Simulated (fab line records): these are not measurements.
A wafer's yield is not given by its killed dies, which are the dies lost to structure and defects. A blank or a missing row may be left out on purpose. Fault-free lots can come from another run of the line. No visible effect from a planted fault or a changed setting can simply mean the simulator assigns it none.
fab line records	flow n5_finfet	part 2 of 2: steps 5 to 6 of 6
record lots=24	wafers=72	last_day=18
route steps=1938 shown SD_EPI_P@312 SD_ACTIVATION@331 SDB@357
lots that met no fault: from a run of the same line without faults
start_h: hours from the record's first day to the start of the lot's first wafer shown	wait_h: hours elapsed since this lot's preceding step	" repeats the value in the row above	L1.1+2: a single row standing in for several wafers	- either no value or no given start	* or withheld: withheld	< > ~ a bound
route shown NAME@n: names a module that has steps shown in the file, with the first one's number in the route	usual: average and standard deviation across the fault-free wafers	same: alike in all rows	chamber/n: place in a boat	sites: each site's reading	_std_site: their standard deviation	_edge_site: mean of outer sites minus mean of inner sites	radius_mm: for every site, how far away it sits from the centre of the wafer	mask NAME#n: copy n	behind: the last tool/chamber to shape the wafer	hold: why the lot went on hold/how many hours it stayed there/how the hold came to an end	device: the n, p or np transistor that did not switch	end of line: the tests these same wafers got at the end of their route	step lacking rows: just its recipe	killed: dies lost to structure and defects at the first sort, not the wafer's yield	map: a wafer's dies, x killed, . not, _ none there
set.NAME: the setting as run; set.NAME@STEP: as run at that earlier step	model.NAME: the simulator's own value behind a step, which no gauge read
a sample of lots followed through the steps of the route, with each step as a table and each wafer as a row
services: the hour from which a tool's chamber was out of use, counted from the record's first day as start_h (under 0 if before that day), plus the number of hours and why
## steps
# step N5_SDB_ETCH_18
# recipe chemistry=N2/H2	target=SOC	target_depth_a=1000	overetch_a=200	mask_material=SiARC	temp_c=40	time_s=150	ion_energy_ev=200	pressure_mtorr=30	source_w=840	bias_w=150	n2_flow_sccm=200	h2_flow_sccm=200
# usual drypump_motor_current_A=5.8/0.45	oes_product_au=0.73/0.082	rf_vpp_V=524.6/2.5	showerhead_plenum_p_Torr=2.57/0.092	throttle_valve_pct=17.73/0.23
lot.wafer	tool	chamber	start_h	wait_h	drypump_motor_current_A	oes_product_au	rf_hours_counter_h	rf_vpp_V	showerhead_plenum_p_Torr	throttle_valve_pct
L074.2	rie_diel-02	3	67.32	0.0	5.7	0.64	236	525.7	2.61	17.84
L074.3	"	2	"	"	6.2	0.78	40	528.5	2.68	17.43
L074.6	"	0	"	"	5.8	0.68	-	519.7	2.43	17.70
L075.1	rie_diel-04	0	69.59	0.0	5.2	0.61	224	524.3	2.50	17.47
L075.3	"	3	"	"	6.5	0.67	160	526.0	2.64	17.79
L075.5	"	2	"	"	5.8	0.64	-	522.2	2.51	17.84
L076.2	rie_diel-05	2	79.98	0.0	6.6	0.64	205	526.2	2.65	18.24
L076.5	"	0	"	"	5.8	0.61	-	523.2	2.50	18.13
L076.6	"	2	"	"	6.5	0.64	-	526.2	2.65	18.22
L077.2	rie_diel-04	2	82.07	0.0	5.8	0.65	208	523.5	2.51	17.85
L077.3	"	3	"	"	6.5	0.67	165	527.4	2.63	17.80
L077.6	"	0	"	"	5.2	0.61	-	522.6	2.50	17.47
L078.2	rie_diel-05	1	88.61	0.0	5.7	0.82	13	524.7	2.49	17.79
L078.3	"	2	"	"	6.5	0.64	209	525.4	2.65	18.22
L078.6	"	1	"	"	5.6	0.82	-	522.0	2.49	17.78
L079.1	rie_diel-02	3	95.87	0.0	5.7	0.63	245	525.0	2.61	17.86
L079.2	"	1	"	"	5.2	0.81	23	525.8	2.61	17.67
L079.5	"	3	"	"	5.7	0.63	-	526.1	2.61	17.84
L080.1	rie_diel-05	3	104.78	0.0	5.2	0.84	10	527.8	2.73	17.67
L080.4	"	2	"	"	6.5	0.64	215	525.0	2.65	18.23
L080.5	"	0	"	"	5.7	0.87	-	522.9	2.50	17.70
L081.3	rie_diel-05	2	113.52	0.0	6.5	0.64	218	527.8	2.65	18.24
L081.4	"	3	"	"	5.2	0.83	12	527.9	2.72	17.68
L081.6	"	3	"	"	5.2	0.83	-	527.7	2.72	17.68
L082.1	rie_diel-05	3	113.92	0.0	5.2	0.83	12	527.7	2.72	17.67
L082.2	"	1	"	"	5.6	0.79	22	521.7	2.49	17.80
L082.4	"	2	"	"	6.5	0.64	218	525.5	2.65	18.24
L083.1	rie_diel-02	1	121.55	0.0	5.3	0.80	33	525.6	2.60	17.71
L083.3	"	0	"	"	5.8	0.67	168	521.8	2.42	17.73
L083.5	"	2	"	"	6.2	0.75	-	528.6	2.68	17.48
L084.3	rie_diel-02	1	123.10	0.0	5.2	0.79	33	524.9	2.60	17.69
L084.4	"	1	"	"	5.3	0.81	-	525.6	2.60	17.72
L084.6	"	0	"	"	5.8	0.67	-	520.7	2.42	17.73
L085.3	rie_diel-02	2	130.19	0.0	6.2	0.75	61	528.3	2.67	17.48
L085.5	"	0	"	"	5.8	0.66	-	520.1	2.42	17.76
L085.6	"	2	"	"	6.2	0.75	-	527.7	2.67	17.49
L086.1	rie_diel-02	0	137.93	0.0	5.8	0.67	175	521.5	2.42	17.76
L086.3	"	1	"	"	5.2	0.79	39	526.3	2.60	17.71
L086.4	"	3	"	"	5.7	0.86	1	524.2	2.60	17.42
L087.3	rie_diel-05	3	142.54	0.0	5.2	0.81	22	527.5	2.72	17.69
L087.4	"	1	"	"	5.6	0.78	33	522.6	2.49	17.80
L087.5	"	2	"	"	6.6	0.63	-	525.9	2.64	18.26
L088.1	rie_diel-04	0	148.77	0.0	5.2	0.60	252	522.2	2.49	17.53
L088.3	"	3	"	"	6.5	0.64	187	526.6	2.63	17.84
L088.4	"	0	"	"	5.2	0.60	-	523.1	2.49	17.52
L089.2	rie_diel-05	0	158.37	0.0	5.8	0.81	19	522.5	2.50	17.75
L089.4	"	2	"	"	6.6	0.63	234	525.6	2.64	18.28
L089.5	"	2	"	"	6.6	0.63	-	525.3	2.64	18.26
L090.1	rie_diel-05	1	162.83	0.0	5.7	0.77	40	522.3	2.48	17.83
L090.3	"	0	"	"	5.8	0.81	21	521.0	2.50	17.73
L090.5	"	2	"	"	6.6	0.63	-	525.3	2.64	18.28
L091.3	rie_diel-02	2	168.49	0.0	6.2	0.74	75	529.2	2.67	17.48
L091.5	"	1	"	"	5.3	0.77	-	524.0	2.59	17.73
L091.6	"	2	"	"	6.2	0.74	-	529.1	2.67	17.51
L093.2	rie_diel-02	0	180.98	0.0	5.8	0.66	191	521.2	2.41	17.78
L093.4	"	1	"	"	5.2	0.77	54	524.5	2.59	17.73
L093.6	"	1	"	"	5.3	0.77	-	524.3	2.59	17.74
L092.1	rie_diel-02	3	187.69	0.0	5.7	0.81	19	526.4	2.60	17.49
L092.2	"	1	"	"	5.2	0.77	57	525.3	2.59	17.75
L092.3	"	2	"	"	6.2	0.73	80	529.2	2.67	17.51
L094.3	rie_diel-02	1	191.02	0.0	5.3	0.76	58	524.7	2.59	17.73
L094.5	"	2	"	"	6.2	0.73	-	527.5	2.67	17.51
L094.6	"	1	"	"	5.2	0.76	-	524.0	2.59	17.74
L095.1	rie_diel-04	3	195.11	0.0	6.5	0.64	208	525.7	2.62	17.89
L095.3	"	2	"	"	5.7	0.62	246	523.3	2.49	17.91
L095.6	"	3	"	"	6.5	0.64	-	526.5	2.62	17.90
L096.1	rie_diel-04	2	198.81	0.0	5.8	0.62	247	523.0	2.49	17.93
L096.4	"	0	"	"	5.2	0.83	3	521.9	2.48	17.11
L096.5	"	0	"	"	5.2	0.84	-	521.9	2.48	17.11
L097.1	rie_diel-02	3	206.44	0.0	5.6	0.79	26	524.6	2.59	17.49
L097.3	"	1	"	"	5.2	0.76	65	524.1	2.59	17.74
L097.6	"	0	"	"	5.8	0.65	-	518.8	2.41	17.79
# step N5_SDB_HM_OPEN_20
# recipe chemistry=CH3F/O2	target=SiNx	mask_material=SOC	target_depth_a=240	stop_on=poly-Si	over_etch_frac=0.4	ion_energy_ev=120	pressure_mtorr=30	source_w=395	bias_w=73	Ar_flow_sccm=150	CH3F_flow_sccm=30	O2_flow_sccm=20
# usual drypump_motor_current_A=5.8/0.44	oes_product_au=0.67/0.075	rf_vpp_V=299/6.2	showerhead_plenum_p_Torr=2.02/0.069	throttle_valve_pct=16.22/0.22
lot.wafer	tool	chamber	start_h	wait_h	drypump_motor_current_A	oes_product_au	rf_hours_counter_h	rf_vpp_V	showerhead_plenum_p_Torr	throttle_valve_pct
L074.2	rie_diel-02	3	67.48	0.0	5.7	0.58	236	309	2.05	16.31
L074.3	"	2	"	"	6.2	0.70	40	289	2.11	15.97
L074.6	"	0	"	"	5.8	0.64	-	307	1.92	16.25
L075.1	rie_diel-04	0	69.75	0.0	5.2	0.55	224	309	1.97	16.12
L075.3	"	3	"	"	6.5	0.61	160	298	2.07	16.29
L075.5	"	2	"	"	5.8	0.59	-	298	1.98	16.42
L076.2	rie_diel-05	2	80.14	0.0	6.5	0.60	205	293	2.08	16.67
L076.5	"	0	"	"	5.7	0.56	-	293	1.96	16.54
L076.6	"	2	"	"	6.5	0.61	-	293	2.07	16.69
L077.2	rie_diel-04	2	82.23	0.0	5.8	0.59	208	298	1.97	16.45
L077.3	"	3	"	"	6.5	0.61	165	301	2.07	16.31
L077.6	"	0	"	"	5.2	0.57	-	307	1.97	16.13
L078.2	rie_diel-05	1	88.76	0.0	5.6	0.75	13	297	1.96	16.20
L078.3	"	2	"	"	6.5	0.58	209	293	2.07	16.68
L078.6	"	1	"	"	5.6	0.75	-	297	1.96	16.19
L079.1	rie_diel-02	3	96.03	0.0	5.7	0.56	245	308	2.05	16.32
L079.2	"	1	"	"	5.2	0.74	23	297	2.03	16.09
L079.5	"	3	"	"	5.7	0.58	-	309	2.05	16.33
L080.1	rie_diel-05	3	104.94	0.0	5.2	0.77	10	298	2.14	16.14
L080.4	"	2	"	"	6.5	0.59	215	293	2.07	16.69
L080.5	"	0	"	"	5.8	0.81	-	294	1.96	16.07
L081.3	rie_diel-05	2	113.68	0.0	6.5	0.58	218	292	2.07	16.70
L081.4	"	3	"	"	5.2	0.76	12	298	2.14	16.18
L081.6	"	3	"	"	5.2	0.77	-	300	2.14	16.15
L082.1	rie_diel-05	3	114.08	0.0	5.2	0.76	12	298	2.14	16.15
L082.2	"	1	"	"	5.6	0.73	23	297	1.95	16.22
L082.4	"	2	"	"	6.5	0.59	218	292	2.07	16.71
L083.1	rie_diel-02	1	121.71	0.0	5.2	0.73	33	298	2.03	16.11
L083.3	"	0	"	"	5.8	0.62	168	306	1.91	16.28
L083.5	"	2	"	"	6.2	0.70	-	288	2.10	16.02
L084.3	rie_diel-02	1	123.26	0.0	5.3	0.73	33	298	2.03	16.13
L084.4	"	1	"	"	5.3	0.74	-	298	2.03	16.13
L084.6	"	0	"	"	5.8	0.62	-	306	1.91	16.28
L085.3	rie_diel-02	2	130.35	0.0	6.2	0.69	61	289	2.10	16.02
L085.5	"	0	"	"	5.8	0.61	-	309	1.91	16.29
L085.6	"	2	"	"	6.2	0.69	-	289	2.10	16.01
L086.1	rie_diel-02	0	138.08	0.0	5.8	0.60	175	307	1.91	16.30
L086.3	"	1	"	"	5.3	0.73	39	296	2.03	16.13
L086.4	"	3	"	"	5.7	0.80	1	307	2.05	15.88
L087.3	rie_diel-05	3	142.70	0.0	5.2	0.73	22	300	2.13	16.17
L087.4	"	1	"	"	5.7	0.72	33	296	1.95	16.25
L087.5	"	2	"	"	6.5	0.58	-	292	2.07	16.71
L088.1	rie_diel-04	0	148.92	0.0	5.2	0.54	252	307	1.96	16.17
L088.3	"	3	"	"	6.5	0.61	187	299	2.06	16.34
L088.4	"	0	"	"	5.2	0.56	-	308	1.96	16.18
L089.2	rie_diel-05	0	158.53	0.0	5.7	0.74	19	295	1.95	16.08
L089.4	"	2	"	"	6.5	0.58	234	292	2.07	16.73
L089.5	"	2	"	"	6.5	0.57	-	294	2.07	16.73
L090.1	rie_diel-05	1	162.98	0.0	5.6	0.71	41	297	1.95	16.26
L090.3	"	0	"	"	5.7	0.74	21	296	1.95	16.10
L090.5	"	2	"	"	6.5	0.58	-	293	2.06	16.72
L091.3	rie_diel-02	2	168.65	0.0	6.2	0.66	75	289	2.09	16.05
L091.5	"	1	"	"	5.2	0.71	-	297	2.03	16.15
L091.6	"	2	"	"	6.2	0.68	-	289	2.09	16.04
L093.2	rie_diel-02	0	181.13	0.0	5.8	0.61	191	306	1.90	16.34
L093.4	"	1	"	"	5.2	0.71	54	295	2.02	16.16
L093.6	"	1	"	"	5.2	0.71	-	298	2.02	16.17
L092.1	rie_diel-02	3	187.84	0.0	5.7	0.74	19	307	2.04	15.92
L092.2	"	1	"	"	5.2	0.72	57	296	2.02	16.16
L092.3	"	2	"	"	6.2	0.67	81	290	2.09	16.05
L094.3	rie_diel-02	1	191.18	0.0	5.2	0.70	58	297	2.02	16.16
L094.5	"	2	"	"	6.2	0.67	-	288	2.09	16.04
L094.6	"	1	"	"	5.2	0.71	-	297	2.02	16.18
L095.1	rie_diel-04	3	195.27	0.0	6.5	0.60	208	299	2.05	16.37
L095.3	"	2	"	"	5.8	0.57	247	299	1.96	16.52
L095.6	"	3	"	"	6.5	0.60	-	299	2.05	16.40
L096.1	rie_diel-04	2	198.97	0.0	5.8	0.56	247	299	1.96	16.53
L096.4	"	0	"	"	5.2	0.78	3	308	1.96	15.72
L096.5	"	0	"	"	5.2	0.78	-	308	1.96	15.71
L097.1	rie_diel-02	3	206.60	0.0	5.6	0.73	26	307	2.04	15.92
L097.3	"	1	"	"	5.2	0.69	65	299	2.02	16.17
L097.6	"	0	"	"	5.8	0.60	-	305	1.90	16.36
## services
tool	chamber	start_h	hours	kind
rie_diel-05	3	61.42	-	clean
rie_diel-05	3	61.42	-	consumable_replace:focus_ring
rie_diel-05	3	61.42	-	consumable_replace:showerhead
rie_diel-05	3	61.42	19.8	scheduled_down
rie_diel-05	3	61.42	19.8	vent_cycle
rie_diel-02	3	63.35	3.5	repair
laser_anneal-01	-	66.78	3.1	repair
rie_diel-06	3	84.92	1.6	repair
rie_si-02	3	93.36	8.5	repair
rie_diel-02	-	93.56	0.3	repair
laser_anneal-01	-	113.02	2.8	pm
rie_diel-02	3	113.81	-	clean
rie_diel-02	3	113.81	-	consumable_replace:focus_ring
rie_diel-03	-	116.21	0.6	repair
laser_anneal-01	-	117.72	13.9	pm
rie_si-02	1	120.26	2.0	repair
rie_diel-03	-	123.78	2.8	pm
laser_anneal-02	-	131.65	21.4	pm
rie_si-05	-	143.10	2.8	pm
rie_si-03	1	144.77	7.9	repair
rie_diel-06	0	160.21	2.8	repair
rie_diel-04	2	165.46	6.9	repair
laser_anneal-02	-	181.27	5.6	pm
rie_si-03	3	186.51	11.9	repair
